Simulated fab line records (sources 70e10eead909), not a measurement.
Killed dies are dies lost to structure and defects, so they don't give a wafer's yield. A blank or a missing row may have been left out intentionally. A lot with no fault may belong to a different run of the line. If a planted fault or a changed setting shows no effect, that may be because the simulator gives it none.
fab line records	flow nand-harc	part 1 of 2: steps 1 to 28 of 38
record: lots: 5	wafers: 15	last-day: 24
route steps=1159 shown P_M0@273 P_M1@285
lots that met no fault: from a run of the same line without faults
start-h: start of the lot's first displayed wafer, in hours after the record's first day	wait-h: hours from the lot's prior step to this one	" repeats the value in the row above	L1.1+2: several wafers, shown together as one row	- no value present, or no start provided	* or withheld: withheld	< > ~ a bound
route shown NAME@n: names a module that has steps shown in the file, with the first one's number in the route	usual: average and standard deviation across the fault-free wafers	same: alike in all rows	chamber/n: place in a boat	sites: per-site readings	_std_site: their standard deviation	_edge_site: inner sites' mean taken away from outer sites' mean	radius-mm: how far each site lies from the wafer's centre	mask NAME#n: copy n	behind: the tool/chamber that last shaped the wafer	hold: why the lot went on hold/how many hours it stayed there/how the hold came to an end	device: whichever transistor did not switch (one of n, p or np)	end of line: at the end of the route, the tests of the same wafers	where a step has no rows: the recipe by itself	killed: dies lost to structure and defects at the first sort, not the wafer's yield	map: per-die view of a wafer (x killed, . not killed, _ where there is no die)
set.NAME: setting as actually run; set.NAME@STEP: the setting as run at that earlier step	model.NAME: the simulator's own value behind a step, which no gauge read
lots at selected steps of the route; one table per step, one row per wafer
services: a tool's chamber out of use, with start hour (start-h, from the record's first day; less than 0 if before it), hours out, and reason
== steps ==
step: NHARC_P_M0_PRE_CLEAN_29
recipe: time-s: 30	temp-c: 280	gas: H2/He
usual: heater-power-w: 417/46
lot.wafer	tool	chamber	start-h	wait-h	heater-power-w
L074.3	pvd-sputter-01	-	-	-	427
L074.2	"	-	"	"	376
L074.5	"	-	"	"	369
L076.2	pvd-sputter-01	-	-	-	372
L076.4	"	-	"	"	375
L076.5	"	-	"	"	477
L077.2	pvd-sputter-02	-	-	-	404
L077.4	"	-	"	"	447
L077.5	"	-	"	"	437
L091.4	pvd-sputter-03	-	-	-	371
L091.2	"	-	"	"	506
L091.5	"	-	"	"	378
L094.4	pvd-sputter-02	-	-	-	448
L094.2	"	-	"	"	436
L094.1	"	-	"	"	446
step: NHARC_P_M0_PVD_20
recipe: target-thk-a: 50	bias-v: 168.6	power-w: 15000	chamber-pressure-pa: 0.12	time-s: 8.06	substrate-temp-c: 50	material: TaN
usual: throttle-valve-pct: 30.2/1.3
lot.wafer	tool	chamber	start-h	wait-h	throttle-valve-pct
L074.2	pvd-sputter-01	-	-	-	27.7
L074.3	"	-	"	"	31.1
L074.5	"	-	"	"	29.8
L076.2	pvd-sputter-01	-	-	-	30.2
L076.4	"	-	"	"	27.2
L076.5	"	-	"	"	30.0
L077.2	pvd-sputter-02	-	-	-	27.7
L077.4	"	-	"	"	29.6
L077.5	"	-	"	"	31.0
L091.2	pvd-sputter-03	-	-	-	31.5
L091.4	"	-	"	"	30.7
L091.5	"	-	"	"	31.6
L094.2	pvd-sputter-02	-	-	-	30.4
L094.4	"	-	"	"	28.1
L094.1	"	-	"	"	30.3
step: NHARC_P_M0_PVD_21
recipe: target-thk-a: 300	chamber-pressure-pa: 5	power-w: 5000	substrate-temp-c: 30	time-s: 20.49	material: Cu
usual: throttle-valve-pct: 30.2/1.3
lot.wafer	tool	chamber	start-h	wait-h	throttle-valve-pct
L074.3	pvd-sputter-01	-	-	-	30.2
L074.2	"	-	"	"	27.4
L074.5	"	-	"	"	30.0
L076.2	pvd-sputter-01	-	-	-	31.4
L076.4	"	-	"	"	29.8
L076.5	"	-	"	"	30.0
L077.4	pvd-sputter-02	-	-	-	30.7
L077.2	"	-	"	"	29.6
L077.5	"	-	"	"	30.7
L091.2	pvd-sputter-03	-	-	-	30.5
L091.4	"	-	"	"	31.0
L091.5	"	-	"	"	30.3
L094.4	pvd-sputter-02	-	-	-	30.2
L094.1	"	-	"	"	28.1
L094.2	"	-	"	"	30.4
step: NHARC_P_M0_ECD_22
recipe: target-thk-a: 4000	bath-temp-c: 25	material: Cu
lot.wafer	tool	chamber	start-h	wait-h
L074.2+3+5	ecd-cu-02	1,1,0	120.25	-
L076.2+4+5	ecd-cu-02	0	133.36	-
L077.2+4+5	ecd-cu-01	0,1,1	135.38	-
L091.2+4+5	ecd-cu-01	1	222.32	-
L094.2+1+4	ecd-cu-02	0,1,0	237.97	-
step: NHARC_P_M0_ANNEAL_30
recipe: temp-c: 225	time-s: 90
usual: anneal-temp-c-max: 225.86/0.23	wafer_temp_C_max: 226.2/0.48
lot.wafer	tool	chamber	start-h	wait-h	anneal-temp-c-max	wafer_temp_C_max
L074.2	rtp-anneal-01	0	120.63	0.3	225.95	225.6
L074.3	"	0	"	"	226.12	225.6
L074.5	"	0	"	"	225.81	225.5
L076.2	rtp-anneal-02	0	133.99	-	226.14	226.8
L076.4	"	0	"	"	225.61	226.4
L076.5	"	0	"	"	225.67	226.7
L077.2	rtp-anneal-02	0	135.76	0.3	225.80	226.3
L077.4	"	0	"	"	225.55	226.5
L077.5	"	0	"	"	225.68	226.5
L091.2	rtp-anneal-02	0	222.70	0.3	225.81	226.5
L091.4	"	0	"	"	226.17	226.6
L091.5	"	0	"	"	226.06	226.8
L094.1	rtp-anneal-01	0	238.35	0.3	225.87	226.0
L094.2	"	0	"	"	226.05	225.9
L094.4	"	0	"	"	226.02	225.9
step: NHARC_P_M0_CMP_23
recipe: t-overpolish-s: 20	target-thk-nm: 117.53
usual: motor-current-A: 11.9/1.2	time-to-endpoint-s: 29.2/2.2
lot.wafer	tool	chamber	start-h	wait-h	motor-current-A	time-to-endpoint-s
L074.3	cmp-03	3	120.98	-	12.1	29.9
L074.2	"	0	"	"	13.3	26.6
L074.5	"	1	"	"	13.8	29.8
L076.4	cmp-04	2	134.29	-	13.4	32.8
L076.2	"	0	"	"	11.2	29.2
L076.5	"	3	"	"	11.2	30.6
L077.2	cmp-03	3	136.11	-	12.0	27.5
L077.4	"	0	"	"	12.6	29.9
L077.5	"	2	"	"	11.2	29.2
L091.2	cmp-03	3	223.02	-	11.9	24.3
L091.4	"	1	"	"	13.6	27.9
L091.5	"	2	"	"	10.8	25.7
L094.2	cmp-01	2	238.70	-	10.4	28.5
L094.4	"	3	"	"	10.9	29.0
L094.1	"	0	"	"	12.7	31.1
step: NHARC_P_M0_THK_MEAS_24
recipe: thk-meas-gauge: xrf
usual: thk-nm: 117.7/1.4
lot.wafer	tool	chamber	start-h	wait-h	thk-nm
L074.2	film-metro-02	-	121.24	-	118.3
L074.3	"	-	"	"	117.4
L074.5	"	-	"	"	117.5
L076.2	film-metro-01	-	134.60	-	117.6
L076.4	"	-	"	"	117.2
L076.5	"	-	"	"	118.5
L077.2	film-metro-01	-	136.37	-	117.4
L077.4	"	-	"	"	117.9
L077.5	"	-	"	"	119.0
L091.2	film-metro-02	-	223.31	-	118.1
L091.4	"	-	"	"	117.5
L091.5	"	-	"	"	116.9
L094.1	film-metro-02	-	239.02	-	117.5
L094.2	"	-	"	"	118.1
L094.4	"	-	"	"	117.1
step: NHARC_P_M0_SRD_25
lot.wafer	tool	chamber	start-h	wait-h
L074.5+3+2	wet-bench-08	7,1,2	121.28	0.0
L076.4+5+2	wet-bench-10	4,7,0	134.64	0.0
L077.2+4+5	wet-bench-08	1,2,4	136.41	0.0
L091.5+4+2	wet-bench-08	2,4,5	223.36	0.0
L094.4+1+2	wet-bench-10	2,4,6	239.32	0.3
step: NHARC_P_M0_INSPECT_27
usual: raw-defect-count: 319/160
lot.wafer	tool	chamber	start-h	wait-h	raw-defect-count
L074.2	defect-inspect-01	-	121.41	0.0	333
L074.3	"	-	"	"	336
L074.5	"	-	"	"	303
L076.2	defect-inspect-01	-	134.76	0.0	1040
L076.4	"	-	"	"	516
L076.5	"	-	"	"	905
L077.2	defect-inspect-01	-	136.53	0.0	556
L077.4	"	-	"	"	424
L077.5	"	-	"	"	630
L091.2	defect-inspect-01	-	223.47	0.0	330
L091.4	"	-	"	"	306
L091.5	"	-	"	"	314
L094.1	defect-inspect-02	-	239.45	0.0	258
L094.2	"	-	"	"	271
L094.4	"	-	"	"	248
step: NHARC_P_M0_PRE_CLEAN_31
recipe: time-s: 12	temp-c: 370	rf-power-w: 300	gas: NH3
usual: heater-power-w: 672/64
lot.wafer	tool	chamber	start-h	wait-h	heater-power-w
L074.2	pecvd-04	0	121.59	0.2	667
L074.3	"	1	"	"	607
L074.5	"	2	"	"	727
L076.2	pecvd-02	1	134.84	0.1	651
L076.4	"	1	"	"	654
L076.5	"	2	"	"	705
L077.2	pecvd-02	0	136.59	0.1	685
L077.5	"	0	"	"	705
L077.4	"	2	"	"	591
L091.2	pecvd-04	1	223.54	0.1	668
L091.4	"	2	"	"	786
L091.5	"	0	"	"	618
L094.1	pecvd-03	2	239.52	0.1	542
L094.2	"	1	"	"	577
L094.4	"	1	"	"	582
step: NHARC_P_M0_DEP_32
recipe: target-thk-a: 300	temp-c: 370	target-thk-nm: 30	pressure-torr: 3	flow-sccm: 200	rf-w: 450	material: SiCN
usual: heater-power-w: 607/73
lot.wafer	tool	chamber	start-h	wait-h	heater-power-w
L074.2	pecvd-04	0	121.67	0.1	571
L074.3	"	1	"	"	535
L074.5	"	2	"	"	670
L076.2	pecvd-02	1	134.95	0.1	627
L076.4	"	1	"	"	631
L076.5	"	2	"	"	653
L077.2	pecvd-02	0	136.67	0.1	689
L077.5	"	0	"	"	697
L077.4	"	2	"	"	555
L091.2	pecvd-04	1	223.62	0.1	605
L091.4	"	2	"	"	691
L091.5	"	0	"	"	630
L094.1	pecvd-03	2	239.60	0.1	580
L094.2	"	1	"	"	549
L094.4	"	1	"	"	559
step: NHARC_P_M1_DEP_00
recipe: target-thk-a: 1825	target-thk-nm: 182.5	temp-c: withheld	pressure-torr: 5	flow-sccm: 200	rf-w: 600	material: SiOC
lot.wafer	tool	chamber	start-h	wait-h
L074.3+2+5	pecvd-04	0,1,2	-	-
L076.2+4+5	pecvd-02	2,1,2	-	-
L077.2+4+5	pecvd-04	2,1,2	137.13	-
L091.2+4+5	pecvd-03	0,0,1	224.03	-
L094.2+1+4	pecvd-04	2,0,2	240.01	-
step: NHARC_P_M1_DEHYDRATE_01
recipe: temp-c: 150	time-s: 120
lot.wafer	tool	chamber	start-h	wait-h
L074.2+3+5	litho-track-01	0	122.47	-
L076.2+4+5	litho-track-01	0	135.85	-
L077.2+4+5	litho-track-01	0	137.52	-
L091.2+4+5	litho-track-04	0	224.46	-
L094.1+2+4	litho-track-04	0	240.41	-
step: NHARC_P_M1_HMDS_02
recipe: time-s: 30
lot.wafer	tool	chamber	start-h	wait-h
L074.2+3+5	litho-track-01	0	-	-
L076.2+4+5	litho-track-01	0	-	-
L077.2+4+5	litho-track-01	0	-	-
L091.2+4+5	litho-track-04	0	-	-
L094.1+2+4	litho-track-04	0	-	-
step: NHARC_P_M1_COAT_34
recipe: temp-c: 200	time-s: 65
lot.wafer	tool	chamber	start-h	wait-h
L074.2+3+5	litho-track-01	0	-	-
L076.2+4+5	litho-track-01	0	-	-
L077.2+4+5	litho-track-01	0	-	-
L091.2+4+5	litho-track-04	0	-	-
L094.1+2+4	litho-track-04	0	-	-
step: NHARC_P_M1_COAT_03
recipe: spin-rpm: 1500	resist-thk-nm: 90
lot.wafer	tool	chamber	start-h	wait-h
L074.2+3+5	litho-track-01	0	-	-
L076.2+4+5	litho-track-01	0	-	-
L077.2+4+5	litho-track-01	0	-	-
L091.2+4+5	litho-track-04	0	-	-
L094.1+2+4	litho-track-04	0	-	-
step: NHARC_P_M1_SOFTBAKE_04
recipe: temp-c: 105	time-s: 55
lot.wafer	tool	chamber	start-h	wait-h
L074.2+3+5	litho-track-01	0	-	-
L076.2+4+5	litho-track-01	0	-	-
L077.2+4+5	litho-track-01	0	-	-
L091.2+4+5	litho-track-04	0	-	-
L094.1+2+4	litho-track-04	0	-	-
step: NHARC_P_M1_EBR_05
lot.wafer	tool	chamber	start-h	wait-h
L074.2+3+5	litho-track-01	0	-	-
L076.2+4+5	litho-track-01	0	-	-
L077.2+4+5	litho-track-01	0	-	-
L091.2+4+5	litho-track-04	0	-	-
L094.1+2+4	litho-track-04	0	-	-
step: NHARC_P_M1_EXPOSE_06
recipe: na: 1.35	target-cd-nm: 130	dose-mj: 81.88	mask-id: P_M1
usual: focus-offset-nm: 0.0/0.51
lot.wafer	tool	chamber	start-h	wait-h	mask	focus-offset-nm
L074.2	arfi-scanner-01	0	122.63	-	P_M1#0	-0.1
L074.3	"	0	"	"	P_M1#0	-0.1
L074.5	"	0	"	"	P_M1#0	-0.2
L076.2	arfi-scanner-01	0	136.15	-	P_M1#0	-0.5
L076.4	"	0	"	"	P_M1#0	-0.2
L076.5	"	0	"	"	P_M1#0	0.0
L077.2	arfi-scanner-02	0	137.81	-	P_M1#0	-0.7
L077.4	"	0	"	"	P_M1#0	-0.8
L077.5	"	0	"	"	P_M1#0	-0.1
L091.2	arfi-scanner-02	0	224.75	-	P_M1#0	0.7
L091.4	"	0	"	"	P_M1#0	0.9
L091.5	"	0	"	"	P_M1#0	0.9
L094.1	arfi-scanner-02	0	240.58	-	P_M1#0	0.7
L094.2	"	0	"	"	P_M1#0	0.8
L094.4	"	0	"	"	P_M1#0	0.7
step: NHARC_P_M1_PEB_07
recipe: peb-temp-c: 100	peb-time-s: 65
lot.wafer	tool	chamber	start-h	wait-h
L074.2+3+5	litho-track-04	0	122.69	0.1
L076.2+4+5	litho-track-01	0	136.20	0.1
L077.2+4+5	litho-track-01	0	137.87	0.1
L091.2+4+5	litho-track-06	0	224.81	0.1
L094.1+2+4	litho-track-04	0	240.64	0.1
step: NHARC_P_M1_DEVELOP_08
recipe: develop-time-s: 35	dev-temp-c: 23
usual: developer-temp-C: 23.00/0.11
same: develop-time-s: 35
lot.wafer	tool	chamber	start-h	wait-h	developer-temp-C
L074.2	litho-track-04	0	-	-	23.07
L074.3	"	0	"	"	23.16
L074.5	"	0	"	"	23.09
L076.2	litho-track-01	0	-	-	23.07
L076.4	"	0	"	"	23.00
L076.5	"	0	"	"	23.07
L077.2	litho-track-01	0	-	-	22.99
L077.4	"	0	"	"	23.05
L077.5	"	0	"	"	22.92
L091.2	litho-track-06	0	-	-	22.83
L091.4	"	0	"	"	23.03
L091.5	"	0	"	"	22.97
L094.1	litho-track-04	0	-	-	22.90
L094.2	"	0	"	"	23.04
L094.4	"	0	"	"	23.04
step: NHARC_P_M1_CD_MEAS_09
recipe: target-cd-nm: 130	landing-energy-ev: 500
usual: cd-nm: 130.1/0.55
lot.wafer	tool	chamber	start-h	wait-h	cd-nm
L074.2	cd-sem-03	0	122.77	-	130.2
L074.3	"	0	"	"	130.7
L074.5	"	0	"	"	130.0
L076.2	cd-sem-03	0	136.28	-	129.6
L076.4	"	0	"	"	129.8
L076.5	"	0	"	"	130.0
L077.2	cd-sem-03	0	137.95	-	130.6
L077.4	"	0	"	"	130.5
L077.5	"	0	"	"	130.4
L091.2	cd-sem-03	0	224.89	-	129.3
L091.4	"	0	"	"	129.8
L091.5	"	0	"	"	129.4
L094.1	cd-sem-01	0	240.72	-	130.9
L094.2	"	0	"	"	130.3
L094.4	"	0	"	"	130.8
step: NHARC_P_M1_OVL_MEAS_10
recipe: pitch-nm: 260
usual: overlay-x-nm: 0.0/0.79	overlay-y-nm: -0.2/0.69
lot.wafer	tool	chamber	start-h	wait-h	overlay-x-nm	overlay-y-nm
L074.2	overlay-02	-	122.86	-	1.0	0.4
L074.3	"	-	"	"	0.7	1.0
L074.5	"	-	"	"	0.9	1.5
L076.2	overlay-01	-	136.37	-	0.2	0.1
L076.4	"	-	"	"	0.5	0.5
L076.5	"	-	"	"	-0.2	-0.1
L077.2	overlay-01	-	138.03	-	0.6	-0.8
L077.4	"	-	"	"	0.2	-1.7
L077.5	"	-	"	"	0.1	-0.7
L091.2	overlay-01	-	224.98	-	-0.2	-1.1
L091.4	"	-	"	"	-0.5	-1.9
L091.5	"	-	"	"	-0.3	-1.5
L094.1	overlay-02	-	240.81	-	-1.3	0.1
L094.2	"	-	"	"	-0.6	0.0
L094.4	"	-	"	"	-0.7	-0.4
step: NHARC_P_M1_INSPECT_11
usual: raw-defect-count: 3.5/1.9
lot.wafer	tool	chamber	start-h	wait-h	raw-defect-count
L074.2	defect-inspect-01	-	122.89	0.0	3
L074.3	"	-	"	"	4
L074.5	"	-	"	"	2
L076.2	defect-inspect-01	-	136.41	0.0	2
L076.4	"	-	"	"	6
L076.5	"	-	"	"	1
L077.2	defect-inspect-01	-	138.07	0.0	0
L077.4	"	-	"	"	3
L077.5	"	-	"	"	5
L091.2	defect-inspect-02	-	225.03	0.1	1
L091.4	"	-	"	"	3
L091.5	"	-	"	"	1
L094.1	defect-inspect-02	-	240.85	0.0	4
L094.2	"	-	"	"	1
L094.4	"	-	"	"	6
step: NHARC_P_M1_DESCUM_14
recipe: time-s: 3	o2-flow-sccm: 200	ar-flow-sccm: 0	bias-power-w: 0	chemistry: O2
usual: drypump-motor-current-A: 5.9/0.54	oes-product-au: 0.999/0.0088	rf-vpp-V: 57.9/0.99	showerhead-plenum-p-Torr: 1.92/0.089	throttle-valve-pct: 11.311/0.0095
lot.wafer	tool	chamber	start-h	wait-h	drypump-motor-current-A	oes-product-au	rf-hours-counter-h	rf-vpp-V	showerhead-plenum-p-Torr	throttle-valve-pct
L074.3	rie-diel-04	2	122.95	0.1	6.4	0.988	0	57.3	1.83	11.304
L074.2	"	0	"	"	5.0	0.989	0	57.6	1.99	11.316
L074.5	"	3	"	"	6.4	0.985	-	58.3	1.81	11.318
L076.4	rie-diel-01	0	136.52	0.1	6.2	0.997	12.1	57.2	1.98	11.315
L076.2	"	1	"	"	5.5	1.017	12.7	56.1	1.90	11.303
L076.5	"	3	"	"	6.7	1.013	-	57.3	1.79	11.316
L077.2	rie-diel-06	3	138.14	0.1	5.8	1.002	1.4	57.7	1.99	11.300
L077.4	"	0	"	"	6.5	0.999	1.4	58.9	2.06	11.296
L077.5	"	2	"	"	5.5	0.996	-	57.3	1.93	11.311
L091.4	rie-diel-01	1	225.10	0.1	5.4	0.999	6.7	58.9	1.90	11.309
L091.2	"	2	"	"	5.3	1.006	5.8	58.3	2.04	11.303
L091.5	"	0	"	"	6.3	1.001	-	57.8	1.98	11.303
L094.2	rie-diel-06	2	240.91	0.1	5.5	0.999	3.3	58.9	1.93	11.318
L094.1	"	0	"	"	6.5	1.006	4.1	59.1	2.06	11.308
L094.4	"	1	"	"	6.3	1.002	4.5	56.6	1.85	11.322
step: NHARC_P_M1_ETCH_35
recipe: target-depth-a: 400	overetch-a: 120	time-s: 43.94	ion-energy-ev: 200	n2-flow-sccm: 150	h2-flow-sccm: 150	ar-flow-sccm: 0	rf-w: 400	bias-w: 150	chemistry: N2/H2
usual: drypump-motor-current-A: 5.9/0.52	h2-flow-sccm: 149.9/0.43	oes-product-au: 1.000/0.0076	rf-vpp-V: 430.9/2.6	showerhead-plenum-p-Torr: 2.05/0.095	throttle-valve-pct: 14.170/0.0086
lot.wafer	tool	chamber	start-h	wait-h	drypump-motor-current-A	h2-flow-sccm	oes-product-au	rf-hours-counter-h	rf-vpp-V	showerhead-plenum-p-Torr	throttle-valve-pct
L074.3	rie-diel-04	3	123.04	0.1	6.4	149.4	1.003	0.0	427.6	1.92	14.170
L074.2	"	0	"	"	5.0	149.7	0.997	0.0	432.3	2.12	14.178
L074.5	"	3	"	"	6.4	149.9	0.983	-	426.7	1.92	14.162
L076.2	rie-diel-01	0	136.60	0.1	6.3	149.9	1.007	12.1	431.6	2.12	14.184
L076.4	"	2	"	"	5.3	148.9	1.010	11.5	434.1	2.18	14.169
L076.5	"	0	"	"	6.3	150.2	1.001	-	432.8	2.12	14.169
L077.4	rie-diel-06	0	138.21	0.1	6.5	149.6	1.001	1.4	434.8	2.20	14.174
L077.2	"	2	"	"	5.5	150.3	0.998	1.4	431.7	2.06	14.158
L077.5	"	1	"	"	6.3	149.6	1.008	-	429.0	1.97	14.163
L091.2	rie-diel-01	1	225.18	0.1	5.5	149.9	0.995	6.7	430.2	2.02	14.173
L091.4	"	3	"	"	6.7	149.8	1.010	6.4	427.3	1.90	14.160
L091.5	"	1	"	"	5.5	149.3	0.995	-	430.0	2.02	14.179
L094.4	rie-diel-06	2	240.99	0.1	5.6	149.2	1.012	3.3	430.7	2.05	14.183
L094.2	"	3	"	"	5.8	150.5	1.002	4.5	432.5	2.12	14.183
L094.1	"	1	"	"	6.3	149.6	1.009	4.5	430.0	1.97	14.175
step: NHARC_P_M1_ETCH_15
recipe: target-depth-a: 1825	time-s: 91.2	c4f8-flow-sccm: withheld	ar-flow-sccm: 400	rf-w: 600	bias-w: 300	chemistry: C4F8/Ar
usual: oes-product-au: 0.956/0.02	rf-vpp-V: 441.1/3
lot.wafer	tool	chamber	start-h	wait-h	oes-product-au	rf-hours-counter-h	rf-vpp-V
L074.2	rie-diel-04	2	-	-	0.964	0.0	437.4
L074.3	"	1	"	"	0.980	0.0	438.9
L074.5	"	2	"	"	0.965	-	438.5
L076.4	rie-diel-01	3	-	-	0.938	12.2	437.3
L076.2	"	0	"	"	0.931	12.2	442.5
L076.5	"	2	"	"	0.940	-	445.3
L077.2	rie-diel-06	1	-	-	0.978	1.5	440.0
L077.4	"	2	"	"	0.959	1.5	442.2
L077.5	"	0	"	"	0.977	-	444.2
L091.4	rie-diel-01	3	-	-	0.972	6.4	437.1
L091.2	"	0	"	"	0.963	7.3	443.6
L091.5	"	2	"	"	0.974	-	444.9
L094.2	rie-diel-06	3	-	-	0.967	4.6	443.9
L094.4	"	0	"	"	0.983	4.1	445.1
L094.1	"	1	"	"	0.974	4.5	438.8
step: NHARC_P_M1_CD_MEAS_16
usual: cd-nm: 130.0/0.69
lot.wafer	tool	chamber	start-h	wait-h	cd-nm
L074.2	cd-sem-02	-	123.26	-	130.6
L074.3	"	-	"	"	129.7
L074.5	"	-	"	"	129.8
L076.2	cd-sem-01	-	136.82	-	130.3
L076.4	"	-	"	"	130.3
L076.5	"	-	"	"	130.5
L077.2	cd-sem-03	-	138.44	-	130.8
L077.4	"	-	"	"	131.4
L077.5	"	-	"	"	130.4
L091.2	cd-sem-03	-	225.41	-	129.2
L091.4	"	-	"	"	130.3
L091.5	"	-	"	"	128.8
L094.1	cd-sem-02	-	241.21	-	130.8
L094.2	"	-	"	"	130.2
L094.4	"	-	"	"	130.1
